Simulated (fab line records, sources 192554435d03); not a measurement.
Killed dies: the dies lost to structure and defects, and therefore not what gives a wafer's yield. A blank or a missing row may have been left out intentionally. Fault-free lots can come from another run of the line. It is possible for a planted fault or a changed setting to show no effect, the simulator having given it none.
Chamber matching ; flow n5 finfet ; cvd co-01 running N5_BEOL_M3_PRE_CLEAN_60: 3 sister chambers
The step time 15 s. 3 wafers are shown with their chamber, then 12 later ones without.

WAFERS WITH THEIR CHAMBER
wafer;chamber;heater power w (W)
L091.2;2;82
L091.3;1;86
L091.6;0;97

WAFERS WITH NO CHAMBER GIVEN
wafer;heater power w (W)
L092.2;97
L092.3;86
L092.4;85
L094.2;82
L094.3;97
L094.5;86
L097.1;96
L097.3;83
L097.5;97
L096.1;97
L096.3;86
L096.5;83

THE CHAMBER EACH PASSED THROUGH
wafer;from the rows above;in truth
L092.2;0;0
L092.3;1;1
L092.4;1;1
L094.2;2;2
L094.3;0;0
L094.5;1;1
L097.1;0;0
L097.3;2;2
L097.5;0;0
L096.1;0;0
L096.3;1;1
L096.5;2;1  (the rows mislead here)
Correct placement for 11 of the 12. From these rows, 0 cannot be placed. Number placed wrongly: 1.
How it was worked out, from the rows above alone: a wafer's distance from a chamber is the root of the sum, over the readings, of the square of ((its reading less the chamber's mean) divided by the reading's scatter). If the next closest chamber is less than 2 further off than the closest, the wafer can't be placed; otherwise it belongs to the closest. Each chamber's mean is taken over the wafers shown for it. The scatter (one wafer shown for each chamber): square how far every hidden wafer sits from the nearest shown wafer, average those squares and take the square root.
